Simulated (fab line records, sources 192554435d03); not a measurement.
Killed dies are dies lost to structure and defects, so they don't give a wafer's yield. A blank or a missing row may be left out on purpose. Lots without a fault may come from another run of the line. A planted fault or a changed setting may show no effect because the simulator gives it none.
Which tool did it? | flow n5_finfet | 6 lots, 18 wafers sampled, at 9 steps of a route of 1938

WHAT THE GAUGES READ, wafer by wafer
N5_BEOL_M4_RC_MEAS_101. Usual: DIBL_N 37.5 mV/V, standard deviation 2.5; DIBL_P 38 mV/V, standard deviation 3.1; IOFF_N 0.19 nA/um, standard deviation 0.059; IOFF_P 0.24 nA/um, standard deviation 0.061; ION_N 679 uA/um, standard deviation 16; ION_P 465 uA/um, standard deviation 9.8; SS_N 72.0 mV/dec, standard deviation 0.8; SS_P 73.7 mV/dec, standard deviation 0.86; VT_N 248 mV, standard deviation 4.5; VT_P -249 mV, standard deviation 3.5.
lot  | measured     | on        | DIBL_N (mV/V)  | DIBL_P (mV/V) | IOFF_N (nA/um) | IOFF_P (nA/um) | ION_N (uA/um) | ION_P (uA/um) | SS_N (mV/dec)  | SS_P (mV/dec)  | VT_N (mV)   | VT_P (mV)      | flag
L552 | day 8 20:26  | prober-01 | 35.7 33.3 37.1 | 36 34 38      | 0.15 0.11 0.18 | 0.19 0.17 0.24 | 673 651 669   | 458 455 461   | 71.9 70.6 71.6 | 72.4 71.8 73.8 | 253 255 248 | -250 -253 -249 |
L554 | day 8 23:56  | prober-02 | 31.0 33.5 33.7 | 28 33 35      | 0.08 0.12 0.13 | 0.12 0.18 0.19 | 644 679 672   | 452 467 462   | 70.6 69.8 70.2 | 70.8 72.5 73.0 | 259 253 250 | -255 -251 -250 |
L561 | day 11 13:14 | prober-02 | 35.6 34.5 37.2 | 35 34 38      | 0.15 0.14 0.18 | 0.17 0.17 0.22 | 660 672 678   | 448 453 450   | 71.4 71.0 71.9 | 73.2 72.5 73.9 | 250 248 246 | -255 -255 -250 |
L570 | day 13 22:26 | prober-01 | 38.6 39.0 39.9 | 42 39 41      | 0.21 0.20 0.23 | 0.29 0.23 0.26 | 685 676 687   | 475 455 466   | 72.0 71.8 72.2 | 74.4 74.7 74.6 | 247 247 245 | -249 -251 -249 |
L569 | day 13 22:40 | prober-02 | 40.5 38.6 39.9 | 38 36 38      | 0.23 0.17 0.21 | 0.26 0.22 0.25 | 684 662 687   | 465 460 466   | 72.7 73.0 71.8 | 73.8 73.4 74.0 | 246 250 250 | -249 -249 -248 |
L571 | day 14 00:07 | prober-02 | 37.5 34.7 37.5 | 39 35 40      | 0.18 0.13 0.19 | 0.22 0.17 0.26 | 679 673 677   | 466 459 463   | 72.5 71.5 72.1 | 73.7 73.4 74.5 | 251 254 248 | -252 -252 -249 |

N5_BEOL_M8_CD_MEAS_11: target cd 38.5 nm. Usual: cd_nm 38.5 nm, standard deviation 0.74.
lot  | measured     | on        | cd_nm (nm)     | flag
L552 | day 10 04:29 | cd_sem-03 | 37.9 37.1 37.9 |
L554 | day 11 00:08 | cd_sem-03 | 38.4 38.1 38.0 |
L561 | day 13 01:23 | cd_sem-02 | 38.0 36.9 23.1 | OFF
L570 | day 15 08:29 | cd_sem-02 | 38.7 38.8 39.0 |
L569 | day 15 08:19 | cd_sem-02 | 38.7 39.2 39.3 |
L571 | day 15 13:13 | cd_sem-02 | 38.1 38.4 38.6 |

N5_BEOL_M8_CD_MEAS_18: pitch 80 nm, target cd 40 nm. Usual: cd_nm 39.9 nm, standard deviation 0.88.
lot  | measured     | on        | cd_nm (nm)     | flag
L552 | day 10 05:07 | cd_sem-03 | 39.7 38.6 38.7 |
L554 | day 11 01:19 | cd_sem-03 | 39.7 39.7 39.4 |
L561 | day 13 02:25 | cd_sem-03 | 39.0 38.0 25.4 | OFF
L570 | day 15 09:25 | cd_sem-01 | 40.3 40.1 40.5 |
L569 | day 15 08:59 | cd_sem-02 | 40.5 41.1 40.4 |
L571 | day 15 13:57 | cd_sem-02 | 40.6 41.5 39.9 |

N5_BEOL_M8_CD_MEAS_35: target cd 40 nm. Usual: cd_nm 39.9 nm, standard deviation 0.9.
lot  | measured     | on        | cd_nm (nm)     | flag
L552 | day 10 07:13 | cd_sem-01 | 39.3 38.5 38.8 |
L554 | day 11 02:28 | cd_sem-03 | 39.8 39.7 39.2 |
L561 | day 13 06:17 | cd_sem-03 | 39.2 38.0 25.6 | OFF
L570 | day 15 11:39 | cd_sem-01 | 40.3 40.2 40.8 |
L569 | day 15 11:35 | cd_sem-02 | 40.3 41.4 40.6 |
L571 | day 15 15:46 | cd_sem-01 | 40.0 41.0 39.7 |

N5_BEOL_M15_RC_MEAS_101. Usual: COMB_M10 1.4e-11 S/m, standard deviation 3e-12; COMB_M11 1.38e-11 S/m, standard deviation 2.7e-12; COMB_M12 5.8e-12 S/m, standard deviation 1.4e-12; COMB_M13 4.4e-12 S/m, standard deviation 9.1e-13; COMB_M14 3.3e-12 S/m, standard deviation 7.6e-13; COMB_M15 2.2e-12 S/m, standard deviation 6.2e-13; COMB_M5 3.6e-11 S/m, standard deviation 7.5e-12; COMB_M6 2.5e-11 S/m, standard deviation 5.4e-12; COMB_M7 2.7e-11 S/m, standard deviation 6e-12; COMB_M9 1.46e-11 S/m, standard deviation 3e-12; SERP_M10 3.04 ohm/um, standard deviation 0.12; SERP_M11 3.07 ohm/um, standard deviation 0.1; SERP_M12 0.629 ohm/um, standard deviation 0.021; SERP_M13 0.312 ohm/um, standard deviation 0.0077; SERP_M14 0.161 ohm/um, standard deviation 0.0058; SERP_M14_max_site 0.163 ohm/um, standard deviation 0.0058; SERP_M5 38.4 ohm/um, standard deviation 2.2; SERP_M6 13.9 ohm/um, standard deviation 0.73; SERP_M7 14.0 ohm/um, standard deviation 0.92; SERP_M8 13.9 ohm/um, standard deviation 0.76; SERP_M8_max_site 14.5 ohm/um, standard deviation 0.83; SERP_M9 3.04 ohm/um, standard deviation 0.093.
lot  | measured     | on        | COMB_M10 (S/m)          | COMB_M11 (S/m)             | COMB_M12 (S/m)          | COMB_M13 (S/m)          | COMB_M14 (S/m)          | COMB_M15 (S/m)          | COMB_M5 (S/m)           | COMB_M6 (S/m)           | COMB_M7 (S/m)           | COMB_M9 (S/m)              | SERP_M10 (ohm/um) | SERP_M11 (ohm/um) | SERP_M12 (ohm/um) | SERP_M13 (ohm/um) | SERP_M14 (ohm/um) | SERP_M14_max_site (ohm/um) | SERP_M5 (ohm/um) | SERP_M6 (ohm/um) | SERP_M7 (ohm/um) | SERP_M8 (ohm/um) | SERP_M8_max_site (ohm/um) | SERP_M9 (ohm/um) | flag
L552 | day 12 18:41 | prober-02 | 1.2e-11 1.5e-11 1.1e-11 | 1.28e-11 1.22e-11 1.51e-11 | 4.2e-12 4.9e-12 4.9e-12 | 3.3e-12 3e-12 3.2e-12   | 5e-12 3.3e-12 3.9e-12   | 1.2e-12 1.8e-12 1.7e-12 | 4.7e-11 3.5e-11 5e-11   | 1.9e-11 2.3e-11 2.3e-11 | 2.3e-11 2.4e-11 2.4e-11 | 1.91e-11 1.86e-11 1.53e-11 | 3.22 2.92 3.15    | 3.24 3.04 3.11    | 0.612 0.650 0.669 | 0.323 0.314 0.323 | 0.162 0.169 0.172 | 0.164 0.171 0.173          | 38.7 35.0 38.3   | 13.3 14.2 14.2   | 14.3 14.5 14.0   | 14.6 15.5 15.0   | 15.1 16.2 16.2            | 2.91 3.10 2.90   |
L554 | day 13 02:39 | prober-02 | 1.2e-11 1.2e-11 1.5e-11 | 1.55e-11 1.33e-11 1.61e-11 | 6.6e-12 5.2e-12 6.1e-12 | 4.9e-12 6.2e-12 5.9e-12 | 2.5e-12 3e-12 3e-12     | 2e-12 2.6e-12 1.7e-12   | 2.4e-11 2.9e-11 2.8e-11 | 2.2e-11 2.4e-11 2e-11   | 2.3e-11 4e-11 2.1e-11   | 2.14e-11 2.01e-11 1.54e-11 | 3.00 2.97 3.15    | 2.94 2.89 3.04    | 0.606 0.635 0.622 | 0.320 0.319 0.321 | 0.154 0.163 0.160 | 0.156 0.164 0.163          | 38.1 44.5 44.4   | 14.6 13.5 13.0   | 14.1 14.6 14.3   | 14.3 14.0 14.2   | 14.9 14.9 14.5            | 2.98 2.95 2.90   |
L561 | day 15 20:37 | prober-02 | 1.1e-11 1.1e-11 1.3e-11 | 1.46e-11 9.2e-12 1.27e-11  | 3.3e-12 5.9e-12 5.8e-12 | 5.3e-12 2.1e-12 3.5e-12 | 4.2e-12 3.9e-12 4e-12   | 2.3e-12 2.2e-12 2e-12   | 2.9e-11 3.2e-11 3.2e-11 | 2.5e-11 2e-11 1.6e-11   | 3.2e-11 2.5e-11 2.6e-11 | 9.8e-12 1.43e-11 1.6e-11   | 2.80 2.99 2.94    | 2.93 3.13 2.99    | 0.653 0.626 0.629 | 0.317 0.305 0.308 | 0.172 0.169 0.156 | 0.176 0.172 0.159          | 34.4 40.0 38.5   | 13.5 13.1 13.8   | 13.5 13.5 14.6   | 14.6 15.2 33.2   | 15.0 15.9 35.6            | 2.98 2.99 3.02   | OFF
L570 | day 17 18:42 | prober-01 | 1.8e-11 1e-11 9e-12     | 1.19e-11 1.67e-11 1.85e-11 | 3.5e-12 4.9e-12 3e-12   | 4.1e-12 2.9e-12 2.9e-12 | 2.4e-12 3.3e-12 1.7e-12 | 1.7e-12 1.3e-12 1.2e-12 | 2.3e-11 2.6e-11 2.8e-11 | 2.5e-11 2.1e-11 2.5e-11 | 3.3e-11 2.7e-11 2.4e-11 | 1.26e-11 1.91e-11 1.34e-11 | 3.12 3.02 3.20    | 3.06 3.06 3.13    | 0.659 0.640 0.633 | 0.309 0.315 0.319 | 0.155 0.161 0.165 | 0.157 0.162 0.167          | 35.9 38.6 39.8   | 13.3 13.6 13.3   | 14.9 14.0 15.3   | 13.0 13.7 13.7   | 14.5 14.3 14.2            | 2.98 3.04 3.09   |
L569 | day 17 15:49 | prober-01 | 1.8e-11 1.5e-11 9e-12   | 1.15e-11 1.17e-11 1.53e-11 | 4.8e-12 5.9e-12 4.9e-12 | 2.8e-12 3.7e-12 4.7e-12 | 2.8e-12 3.4e-12 4e-12   | 2.4e-12 1.5e-12 1.4e-12 | 3.6e-11 2.9e-11 3.5e-11 | 3.8e-11 3.2e-11 2.4e-11 | 2.2e-11 2e-11 3.3e-11   | 1.29e-11 1.24e-11 1.21e-11 | 2.98 3.15 3.08    | 3.13 3.16 3.02    | 0.599 0.614 0.606 | 0.318 0.307 0.322 | 0.153 0.166 0.162 | 0.156 0.169 0.163          | 36.7 40.8 40.1   | 14.2 13.4 14.8   | 13.4 14.1 14.7   | 13.8 13.0 14.1   | 14.2 13.4 14.8            | 3.14 2.99 3.00   |
L571 | day 18 03:05 | prober-01 | 1.5e-11 1.9e-11 1.5e-11 | 1.47e-11 1.79e-11 1.16e-11 | 5.2e-12 4.9e-12 5.1e-12 | 3.6e-12 3.3e-12 4e-12   | 3.2e-12 2.2e-12 2.5e-12 | 1.7e-12 2.2e-12 2.3e-12 | 3e-11 4e-11 3.5e-11     | 2.5e-11 2.3e-11 1.9e-11 | 4.2e-11 2.3e-11 3.3e-11 | 2.19e-11 1.35e-11 1.15e-11 | 2.92 3.14 3.01    | 3.04 3.14 3.10    | 0.676 0.616 0.637 | 0.302 0.305 0.299 | 0.159 0.164 0.157 | 0.160 0.166 0.160          | 43.6 42.3 40.1   | 14.0 13.3 14.0   | 13.6 13.3 13.3   | 13.9 13.3 12.7   | 14.9 13.6 14.0            | 3.01 2.83 3.04   |

WHICH TOOL RAN EACH LOT (tool, then ch and the chambers of the sampled wafers, then the start)
lot  | N5_BEOL_M7_SPUTTER_48        | N5_BEOL_M8_HM_DEP_02         | N5_BEOL_M8_PEB_09                 | N5_BEOL_M8_ETCH_61
L552 | pvd_sputter-02, day 10 00:46 | pvd_sputter-02, day 10 04:00 | litho_track-05 ch 0, day 10 04:26 | rie_diel-01 ch 1,2,3, day 10 04:40
L554 | pvd_sputter-01, day 10 21:14 | pvd_sputter-01, day 10 23:38 | litho_track-05 ch 0, day 11 00:04 | rie_diel-01 ch 1,3, day 11 00:53
L561 | pvd_sputter-03, day 12 22:27 | pvd_sputter-03, day 13 00:53 | litho_track-05 ch 0, day 13 01:19 | rie_diel-01 ch 0,2,3, day 13 01:57
L570 | pvd_sputter-03, day 15 05:31 | pvd_sputter-03, day 15 07:55 | litho_track-01 ch 0, day 15 08:25 | rie_diel-05 ch 1,3, day 15 08:41
L569 | pvd_sputter-03, day 15 05:24 | pvd_sputter-03, day 15 07:49 | litho_track-01 ch 0, day 15 08:15 | rie_diel-05 ch 0,2, day 15 08:26
L571 | pvd_sputter-01, day 15 10:21 | pvd_sputter-03, day 15 12:43 | litho_track-05 ch 0, day 15 13:09 | rie_diel-01 ch 0,1,3, day 15 13:26
- N5_BEOL_M7_SPUTTER_48: material Cu, target thk 10 nm, time 1.667 s.
- N5_BEOL_M8_HM_DEP_02: deposits TiN, target thk 20 nm.
- N5_BEOL_M8_PEB_09: peb time 60 s.
- N5_BEOL_M8_ETCH_61: etches SiARC in CF4, target depth 45.5 nm, time 75.8 s.

WHAT THE TOOLS THEMSELVES READ (means of the sampled wafers that have a number; where no wafer has one, the mark that the record gives instead)
N5_BEOL_M7_SPUTTER_48. Usual: chamber_pressure_pa 0.13 Pa, standard deviation 0.00028; susceptor_temp_C -20.00 C, standard deviation 0.11; throttle_valve_pct 29.9 %, standard deviation 1.1.
lot  | tool           | chamber_pressure_pa (Pa) | susceptor_temp_C (C) | throttle_valve_pct (%) | flag
L552 | pvd_sputter-02 | 0.13                     | -20.04               | 30.3                   |
L554 | pvd_sputter-01 | 0.13                     | -20.00               | 29.8                   |
L561 | pvd_sputter-03 | 0.13                     | -20.06               | 29.7                   |
L570 | pvd_sputter-03 | 0.13                     | -19.91               | 29.6                   |
L569 | pvd_sputter-03 | 0.13                     | -20.03               | 31.0                   |
L571 | pvd_sputter-01 | 0.13                     | -19.93               | 29.7                   |

N5_BEOL_M8_HM_DEP_02. Usual: chamber_pressure_pa 0.4999 Pa, standard deviation 0.001; susceptor_temp_C 24.98 C, standard deviation 0.094; throttle_valve_pct 29.9 %, standard deviation 0.96.
lot  | tool           | chamber_pressure_pa (Pa) | susceptor_temp_C (C) | throttle_valve_pct (%) | flag
L552 | pvd_sputter-02 | 0.4999                   | 24.95                | 30.1                   |
L554 | pvd_sputter-01 | 0.4994                   | 24.99                | 29.5                   |
L561 | pvd_sputter-03 | 0.5005                   | 24.98                | 30.2                   |
L570 | pvd_sputter-03 | 0.5006                   | 25.04                | 29.9                   |
L569 | pvd_sputter-03 | 0.4998                   | 24.96                | 29.0                   |
L571 | pvd_sputter-03 | 0.5009                   | 24.95                | 29.0                   |

N5_BEOL_M8_ETCH_61. Usual: cf4_flow_sccm 100.1 sccm, standard deviation 0.32; drypump_motor_current_A 5.5 A, standard deviation 0.39; etch_rf_on_time_s 75.8 s, standard deviation 2.8; mfc_ar_sccm 99.98 sccm, standard deviation 0.29; oes_product_au 0.70 a.u., standard deviation 0.076; rf_vpp_V 184.6 V, standard deviation 1.3; showerhead_plenum_p_Torr 2.19 Torr, standard deviation 0.078; throttle_valve_pct 15.61 %, standard deviation 0.23.
lot  | tool        | cf4_flow_sccm (sccm) | drypump_motor_current_A (A) | etch_rf_on_time_s (s) | mfc_ar_sccm (sccm) | oes_product_au (a.u.) | rf_vpp_V (V) | showerhead_plenum_p_Torr (Torr) | throttle_valve_pct (%) | flag
L552 | rie_diel-01 | 100.2                | 5.5                         | 75.9                  | 100.26             | 0.68                  | 184.9        | 2.21                            | 15.67                  |
L554 | rie_diel-01 | 100.2                | 5.4                         | 75.8                  | 100.03             | 0.63                  | 184.7        | 2.16                            | 15.62                  |
L561 | rie_diel-01 | 100.0                | 5.8                         | 75.8                  | 99.82              | 0.71                  | 183.6        | 2.19                            | 15.58                  |
L570 | rie_diel-05 | 99.9                 | 6.1                         | 77.0                  | 99.83              | 0.69                  | 183.8        | 2.09                            | 15.44                  |
L569 | rie_diel-05 | 100.2                | 5.0                         | 73.6                  | 100.09             | 0.74                  | 183.5        | 2.14                            | 15.43                  |
L571 | rie_diel-01 | 100.4                | 5.5                         | 75.6                  | 100.36             | 0.69                  | 185.1        | 2.16                            | 15.57                  |

THE ANSWER, worked out from the rows above alone
Rule: a lot is off if the mean of its wafers that have a number lies more than 3 standard deviations from the usual mean. A lot without any number at a reading at which 4 lots or more have one is off too. The other lots that the step has rows for count as sound. The gauges are gone through in route order, then the tools' own readings, and for those a lot's mean is taken as printed above. The first step at which some lot is off is used, and at that step the reading that is off furthest; a lot without a number counts as furthest.
Off: L561, at N5_BEOL_M8_CD_MEAS_11 (cd_nm).
A tool fits if, at a process step before that reading, it ran every lot that is off, and no sound lot after the first of them. The gauges at N5_BEOL_M8_CD_MEAS_11 aren't tried: what is off there is off at N5_BEOL_M8_CD_MEAS_18 too, on other tools, and a gauge's error can't cause that. None of those tried fits.

WHAT THE SIMULATOR HAD PUT IN
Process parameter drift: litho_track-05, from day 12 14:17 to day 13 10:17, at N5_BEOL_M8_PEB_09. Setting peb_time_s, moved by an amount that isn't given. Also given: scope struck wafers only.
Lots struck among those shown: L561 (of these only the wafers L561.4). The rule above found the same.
